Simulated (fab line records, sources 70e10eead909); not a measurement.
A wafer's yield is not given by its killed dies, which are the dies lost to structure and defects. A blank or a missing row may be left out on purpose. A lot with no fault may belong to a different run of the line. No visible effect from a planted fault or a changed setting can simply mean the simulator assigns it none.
Which of the tools did it? / flow nandHarc / 12 lots with 36 wafers sampled at 5 steps, on a route of 1302 steps

== WHAT THE GAUGES SHOWED, per wafer ==
NHARC_A_CHANNEL_HOLE_D2_INSPECT_40.
lot=L673; measured=day 13 13:32; on=defectInspect-02; rawDefectCount=286 282 280
lot=L674; measured=day 14 04:08; on=defectInspect-01; rawDefectCount=161 267 324
lot=L675; measured=day 14 16:16; on=defectInspect-01; rawDefectCount=218 270 292
lot=L678; measured=day 16 04:55; on=defectInspect-01; rawDefectCount=195 431 230
lot=L679; measured=day 17 09:00; on=defectInspect-02; rawDefectCount=161 152 144
lot=L680; measured=day 17 17:20; on=defectInspect-01; rawDefectCount=289 236 295
lot=L681; measured=day 17 21:22; on=defectInspect-02; rawDefectCount=237 251 189
lot=L682; measured=day 17 21:52; on=defectInspect-01; rawDefectCount=289 208 225
lot=L683; measured=day 18 17:35; on=defectInspect-02; rawDefectCount=235 228 199
lot=L685; measured=day 19 06:10; on=defectInspect-01; rawDefectCount=309 323 369
lot=L687; measured=day 19 16:14; on=defectInspect-01; rawDefectCount=356 379 250
lot=L695; measured=day 23 07:38; on=defectInspect-01; rawDefectCount=287 242 317

NHARC_END_SORT_01.
lot=L680; measured=day 28 15:38; on=prober-01; killedAtArray=74 86 61; killedAtOther=1 0 2; killedAtPeriphery=3 2 6; killedDies=78 88 69; killedOpen=5 4 5; killedShort=1 1 2
lot=L683; measured=day 29 19:32; on=prober-01; killedAtArray=24 24 21; killedAtOther=1 0 0; killedAtPeriphery=4 4 5; killedDies=29 28 26; killedOpen=8 7 5; killedShort=3 3 1
lot=L687; measured=day 31 00:04; on=prober-01; killedAtArray=25 24 25; killedAtOther=0 0 1; killedAtPeriphery=3 4 3; killedDies=28 28 29; killedOpen=1 3 4; killedShort=2 3 3

== WHAT TOOL EACH LOT RAN ON (gives the tool, then ch and the chambers of the sampled wafers, and finally the start) ==
lot=L673; NHARC_A_CHANNEL_HOLE_D2_ETCH_22=harEtch-01 ch 0,1, day 13 08:40; NHARC_A_CHANNEL_HOLE_D2_ETCH_23=harEtch-01 ch 0,1, day 13 09:14; NHARC_A_CHANNEL_FILL_D2_ALD_14=aldHk-04 ch 1,2,3, day 13 23:50
lot=L674; NHARC_A_CHANNEL_HOLE_D2_ETCH_22=harEtch-02 ch 0, day 13 19:59; NHARC_A_CHANNEL_HOLE_D2_ETCH_23=harEtch-02 ch 0, day 13 21:08; NHARC_A_CHANNEL_FILL_D2_ALD_14=aldHk-03 ch 0,1,2, day 14 11:49
lot=L675; NHARC_A_CHANNEL_HOLE_D2_ETCH_22=harEtch-02 ch 0,1, day 14 11:22; NHARC_A_CHANNEL_HOLE_D2_ETCH_23=harEtch-02 ch 0,1, day 14 11:57; NHARC_A_CHANNEL_FILL_D2_ALD_14=aldHk-01 ch 0,1,2, day 14 23:59
lot=L678; NHARC_A_CHANNEL_HOLE_D2_ETCH_22=harEtch-01 ch 0,1, day 16 00:16; NHARC_A_CHANNEL_HOLE_D2_ETCH_23=harEtch-01 ch 0,1, day 16 00:52; NHARC_A_CHANNEL_FILL_D2_ALD_14=aldHk-03 ch 0,1,2, day 16 12:07
lot=L679; NHARC_A_CHANNEL_HOLE_D2_ETCH_22=harEtch-01 ch 0,1, day 17 04:09; NHARC_A_CHANNEL_HOLE_D2_ETCH_23=harEtch-01 ch 0,1, day 17 04:44; NHARC_A_CHANNEL_FILL_D2_ALD_14=aldHk-03 ch 0,3, day 17 16:53
lot=L680; NHARC_A_CHANNEL_HOLE_D2_ETCH_22=harEtch-01 ch 0,1, day 17 12:22; NHARC_A_CHANNEL_HOLE_D2_ETCH_23=harEtch-01 ch 0,1, day 17 12:56; NHARC_A_CHANNEL_FILL_D2_ALD_14=aldHk-04 ch 0,2,3, day 18 00:37
lot=L681; NHARC_A_CHANNEL_HOLE_D2_ETCH_22=harEtch-01 ch 0,1, day 17 16:31; NHARC_A_CHANNEL_HOLE_D2_ETCH_23=harEtch-01 ch 0,1, day 17 17:05; NHARC_A_CHANNEL_FILL_D2_ALD_14=aldHk-01 ch 0,1,3, day 18 05:31
lot=L682; NHARC_A_CHANNEL_HOLE_D2_ETCH_22=harEtch-02 ch 1, day 17 16:57; NHARC_A_CHANNEL_HOLE_D2_ETCH_23=harEtch-02 ch 1, day 17 17:32; NHARC_A_CHANNEL_FILL_D2_ALD_14=aldHk-04 ch 0,2,3, day 18 05:26
lot=L683; NHARC_A_CHANNEL_HOLE_D2_ETCH_22=harEtch-02 ch 0,1, day 18 12:44; NHARC_A_CHANNEL_HOLE_D2_ETCH_23=harEtch-02 ch 0,1, day 18 13:18; NHARC_A_CHANNEL_FILL_D2_ALD_14=aldHk-03 ch 2,3, day 19 03:19
lot=L685; NHARC_A_CHANNEL_HOLE_D2_ETCH_22=harEtch-01 ch 0,1, day 19 01:20; NHARC_A_CHANNEL_HOLE_D2_ETCH_23=harEtch-01 ch 0,1, day 19 01:55; NHARC_A_CHANNEL_FILL_D2_ALD_14=aldHk-03 ch 0,2,3, day 19 16:24
lot=L687; NHARC_A_CHANNEL_HOLE_D2_ETCH_22=harEtch-02 ch 0,1, day 19 11:14; NHARC_A_CHANNEL_HOLE_D2_ETCH_23=harEtch-02 ch 0,1, day 19 11:48; NHARC_A_CHANNEL_FILL_D2_ALD_14=aldHk-03 ch 0,2,3, day 19 23:01
lot=L695; NHARC_A_CHANNEL_HOLE_D2_ETCH_22=harEtch-01 ch 0, day 23 02:48; NHARC_A_CHANNEL_HOLE_D2_ETCH_23=harEtch-01 ch 0, day 23 03:23; NHARC_A_CHANNEL_FILL_D2_ALD_14=aldHk-04 ch 2,3, day 23 14:49
- NHARC_A_CHANNEL_HOLE_D2_ETCH_22: etches the open film in C4F8/O2/Ar, time 666.7 s, target depth 1600 nm.
- NHARC_A_CHANNEL_HOLE_D2_ETCH_23: etches the open film in C4F8/O2/Ar, time 819 s, target depth 1600 nm.
- NHARC_A_CHANNEL_FILL_D2_ALD_14: deposits SiO2, target thk 2.5 nm, pulse time 10 s, ald cycles 25.

== AS READ BY THE TOOLS THEMSELVES (means over the sampled wafers that have a number; for cases with no such wafer, the mark the record gives instead) ==
NHARC_A_CHANNEL_HOLE_D2_ETCH_22.
lot=L673; tool=harEtch-01; c4f8FlowSccm (sccm)=89.02; drypumpMotorCurrentA (A)=6.0; heBacksideLeakSccm (sccm)=6.5; showerheadPlenumPTorr (Torr)=3.58; throttleValvePct (%)=32.157
lot=L674; tool=harEtch-02; c4f8FlowSccm (sccm)=89.22; drypumpMotorCurrentA (A)=6.8; heBacksideLeakSccm (sccm)=7.8; showerheadPlenumPTorr (Torr)=3.47; throttleValvePct (%)=32.158
lot=L675; tool=harEtch-02; c4f8FlowSccm (sccm)=89.50; drypumpMotorCurrentA (A)=6.3; heBacksideLeakSccm (sccm)=7.7; showerheadPlenumPTorr (Torr)=3.59; throttleValvePct (%)=32.159
lot=L678; tool=harEtch-01; c4f8FlowSccm (sccm)=89.01; drypumpMotorCurrentA (A)=5.8; heBacksideLeakSccm (sccm)=7.2; showerheadPlenumPTorr (Torr)=3.62; throttleValvePct (%)=32.154
lot=L679; tool=harEtch-01; c4f8FlowSccm (sccm)=89.39; drypumpMotorCurrentA (A)=5.8; heBacksideLeakSccm (sccm)=6.0; showerheadPlenumPTorr (Torr)=3.61; throttleValvePct (%)=32.159
lot=L680; tool=harEtch-01; c4f8FlowSccm (sccm)=89.27; drypumpMotorCurrentA (A)=5.8; heBacksideLeakSccm (sccm)=6.3; showerheadPlenumPTorr (Torr)=3.61; throttleValvePct (%)=32.148
lot=L681; tool=harEtch-01; c4f8FlowSccm (sccm)=89.43; drypumpMotorCurrentA (A)=5.8; heBacksideLeakSccm (sccm)=6.5; showerheadPlenumPTorr (Torr)=3.61; throttleValvePct (%)=32.151
lot=L682; tool=harEtch-02; c4f8FlowSccm (sccm)=88.93; drypumpMotorCurrentA (A)=5.9; heBacksideLeakSccm (sccm)=4.6; showerheadPlenumPTorr (Torr)=3.65; throttleValvePct (%)=32.154
lot=L683; tool=harEtch-02; c4f8FlowSccm (sccm)=89.03; drypumpMotorCurrentA (A)=6.2; heBacksideLeakSccm (sccm)=4.5; showerheadPlenumPTorr (Torr)=3.73; throttleValvePct (%)=32.157
lot=L685; tool=harEtch-01; c4f8FlowSccm (sccm)=89.34; drypumpMotorCurrentA (A)=6.0; heBacksideLeakSccm (sccm)=6.3; showerheadPlenumPTorr (Torr)=3.54; throttleValvePct (%)=32.162
lot=L687; tool=harEtch-02; c4f8FlowSccm (sccm)=89.26; drypumpMotorCurrentA (A)=6.5; heBacksideLeakSccm (sccm)=4.8; showerheadPlenumPTorr (Torr)=3.82; throttleValvePct (%)=32.161
lot=L695; tool=harEtch-01; c4f8FlowSccm (sccm)=89.51; drypumpMotorCurrentA (A)=6.1; heBacksideLeakSccm (sccm)=7.2; showerheadPlenumPTorr (Torr)=3.46; throttleValvePct (%)=32.156

NHARC_A_CHANNEL_HOLE_D2_ETCH_23.
lot=L673; tool=harEtch-01; c4f8FlowSccm (sccm)=89.28; drypumpMotorCurrentA (A)=6.0; heBacksideLeakSccm (sccm)=6.1; showerheadPlenumPTorr (Torr)=3.58; throttleValvePct (%)=32.154
lot=L674; tool=harEtch-02; c4f8FlowSccm (sccm)=89.36; drypumpMotorCurrentA (A)=6.8; heBacksideLeakSccm (sccm)=7.8; showerheadPlenumPTorr (Torr)=3.47; throttleValvePct (%)=32.159
lot=L675; tool=harEtch-02; c4f8FlowSccm (sccm)=89.13; drypumpMotorCurrentA (A)=6.3; heBacksideLeakSccm (sccm)=7.9; showerheadPlenumPTorr (Torr)=3.59; throttleValvePct (%)=32.159
lot=L678; tool=harEtch-01; c4f8FlowSccm (sccm)=89.25; drypumpMotorCurrentA (A)=5.8; heBacksideLeakSccm (sccm)=6.6; showerheadPlenumPTorr (Torr)=3.62; throttleValvePct (%)=32.161
lot=L679; tool=harEtch-01; c4f8FlowSccm (sccm)=89.38; drypumpMotorCurrentA (A)=5.8; heBacksideLeakSccm (sccm)=6.4; showerheadPlenumPTorr (Torr)=3.61; throttleValvePct (%)=32.154
lot=L680; tool=harEtch-01; c4f8FlowSccm (sccm)=89.24; drypumpMotorCurrentA (A)=5.8; heBacksideLeakSccm (sccm)=6.7; showerheadPlenumPTorr (Torr)=3.61; throttleValvePct (%)=32.154
lot=L681; tool=harEtch-01; c4f8FlowSccm (sccm)=89.22; drypumpMotorCurrentA (A)=5.8; heBacksideLeakSccm (sccm)=6.6; showerheadPlenumPTorr (Torr)=3.61; throttleValvePct (%)=32.149
lot=L682; tool=harEtch-02; c4f8FlowSccm (sccm)=89.41; drypumpMotorCurrentA (A)=5.9; heBacksideLeakSccm (sccm)=4.9; showerheadPlenumPTorr (Torr)=3.65; throttleValvePct (%)=32.157
lot=L683; tool=harEtch-02; c4f8FlowSccm (sccm)=89.38; drypumpMotorCurrentA (A)=6.3; heBacksideLeakSccm (sccm)=4.8; showerheadPlenumPTorr (Torr)=3.73; throttleValvePct (%)=32.163
lot=L685; tool=harEtch-01; c4f8FlowSccm (sccm)=89.48; drypumpMotorCurrentA (A)=6.0; heBacksideLeakSccm (sccm)=6.6; showerheadPlenumPTorr (Torr)=3.54; throttleValvePct (%)=32.165
lot=L687; tool=harEtch-02; c4f8FlowSccm (sccm)=89.60; drypumpMotorCurrentA (A)=6.5; heBacksideLeakSccm (sccm)=4.8; showerheadPlenumPTorr (Torr)=3.82; throttleValvePct (%)=32.162
lot=L695; tool=harEtch-01; c4f8FlowSccm (sccm)=89.47; drypumpMotorCurrentA (A)=6.1; heBacksideLeakSccm (sccm)=7.0; showerheadPlenumPTorr (Torr)=3.46; throttleValvePct (%)=32.160

NHARC_A_CHANNEL_FILL_D2_ALD_14.
lot=L673; tool=aldHk-04; heaterPowerW (W)=512; precursorPulseHeightRel=0.988
lot=L674; tool=aldHk-03; heaterPowerW (W)=448; precursorPulseHeightRel=1.000
lot=L675; tool=aldHk-01; heaterPowerW (W)=462; precursorPulseHeightRel=1.010
lot=L678; tool=aldHk-03; heaterPowerW (W)=451; precursorPulseHeightRel=0.994
lot=L679; tool=aldHk-03; heaterPowerW (W)=480; precursorPulseHeightRel=1.015
lot=L680; tool=aldHk-04; heaterPowerW (W)=496; precursorPulseHeightRel=1.003
lot=L681; tool=aldHk-01; heaterPowerW (W)=493; precursorPulseHeightRel=1.007
lot=L682; tool=aldHk-04; heaterPowerW (W)=488; precursorPulseHeightRel=1.007
lot=L683; tool=aldHk-03; heaterPowerW (W)=481; precursorPulseHeightRel=1.008
lot=L685; tool=aldHk-03; heaterPowerW (W)=468; precursorPulseHeightRel=1.012
lot=L687; tool=aldHk-03; heaterPowerW (W)=476; precursorPulseHeightRel=0.979
lot=L695; tool=aldHk-04; heaterPowerW (W)=495; precursorPulseHeightRel=0.999

== THE ANSWER, worked out from the rows above alone ==
Rule: usual is defined by the lots themselves. The widest of any qualifying gaps counts: lots, ordered by their means at a reading, are off when they make up no more than a third of the lots, leave a main group of 4 or more, and stand apart from it by 3 or more times the standard deviation of that group's means. A main group is skipped when, at the precision printed for the reading in the tables above, its means are all equal. Also off: a lot with no number at a reading for which 4 or more lots have one. Any other lot the step has rows for is counted as sound. Order of review: gauges by route order, followed by the tools' own readings, for which a lot's mean as printed above is used. The first step at which some lot is off is used, and at that step the reading that is off furthest; a lot without a number counts as furthest.
No lot is off at any reading shown: from this, nothing can be told.

== WHAT THE SIMULATOR PUT IN ==
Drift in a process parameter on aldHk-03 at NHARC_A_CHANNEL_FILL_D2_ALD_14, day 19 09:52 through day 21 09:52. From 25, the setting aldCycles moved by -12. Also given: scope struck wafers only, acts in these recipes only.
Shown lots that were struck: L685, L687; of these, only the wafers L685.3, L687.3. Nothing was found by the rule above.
